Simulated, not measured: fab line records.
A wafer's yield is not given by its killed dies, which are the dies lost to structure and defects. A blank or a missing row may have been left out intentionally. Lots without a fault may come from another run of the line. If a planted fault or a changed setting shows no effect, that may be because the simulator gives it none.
2 desks looking at one fault / flow nandHarc / what lay behind the numbers comes last; until then each desk has only its own

== AT THE METROLOGY DESK ==
What the gauges read for every lot (on any tool): the sampled wafers with a number, averaged. Marked OUT: a lot whose mean sits more than 4 standard deviations from the usual mean, which makes it out of limits; the brackets give that distance.
Columns: A = overlayXNm at NHARC_A_CHANNEL_HOLE_D1_OVL_MEAS_11, usual 0.1 nm; B = overlayYNm at NHARC_A_CHANNEL_HOLE_D1_OVL_MEAS_11, usual 0.3 nm
lot=L421; first seen here=day 9 06:48; A=0.8; B=0.3
lot=L422; first seen here=day 9 21:01; A=0.0; B=-0.1
lot=L427; first seen here=day 11 20:17; A=-1.4; B=0.7
lot=L428; first seen here=day 12 03:28; A=1.5; B=0.0
lot=L431; first seen here=day 13 05:40; A=0.1; B=0.7
lot=L434; first seen here=day 14 09:26; A=0.3; B=0.3
lot=L435; first seen here=day 15 03:53; A=-0.7; B=-0.7
lot=L437; first seen here=day 16 03:09; A=0.4; B=0.9
lot=L439; first seen here=day 16 19:34; A=-0.4; B=0.0
lot=L440; first seen here=day 17 19:31; A=0.1; B=-0.4
lot=L441; first seen here=day 17 21:26; A=-0.3; B=0.6
lot=L442; first seen here=day 17 23:10; A=-0.1; B=1.2
This desk's finding: nothing out of limits on any of the 12 lots.

== THE TOOL OWNER'S DESK: aldHk-04 ==
The tool's own readings at NHARC_A_CHANNEL_FILL_D1_ALD_25 (deposits SiOx, target thk 60 nm, pulse time 10 s, ald cycles 600): means of the sampled wafers that have a number, for each lot that ran on this tool. Marked OUT: a lot whose mean sits more than 4 standard deviations from the usual mean, which makes it out of limits; the brackets give that distance.
Columns: A = heaterPowerW at NHARC_A_CHANNEL_FILL_D1_ALD_25, usual 472 W; B = precursorPulseHeightRel at NHARC_A_CHANNEL_FILL_D1_ALD_25, usual 1.001
lot=L421; first seen here=day 11 03:20; A=446; B=0.990
lot=L427; first seen here=day 13 20:19; A=501; B=0.998
lot=L428; first seen here=day 14 01:24; A=501; B=1.001
lot=L439; first seen here=day 18 20:54; A=503; B=1.001
lot=L440; first seen here=day 19 14:59; A=480; B=0.998
lot=L441; first seen here=day 19 19:22; A=463; B=0.997
This desk's finding: nothing out of limits on any of the 6 lots.

== TAKEN TOGETHER ==
From the metrology desk's view, nothing was out of limits.
Nothing out of limits was seen by the tool owner's desk.

== WHAT THE SIMULATOR HAD PUT IN ==
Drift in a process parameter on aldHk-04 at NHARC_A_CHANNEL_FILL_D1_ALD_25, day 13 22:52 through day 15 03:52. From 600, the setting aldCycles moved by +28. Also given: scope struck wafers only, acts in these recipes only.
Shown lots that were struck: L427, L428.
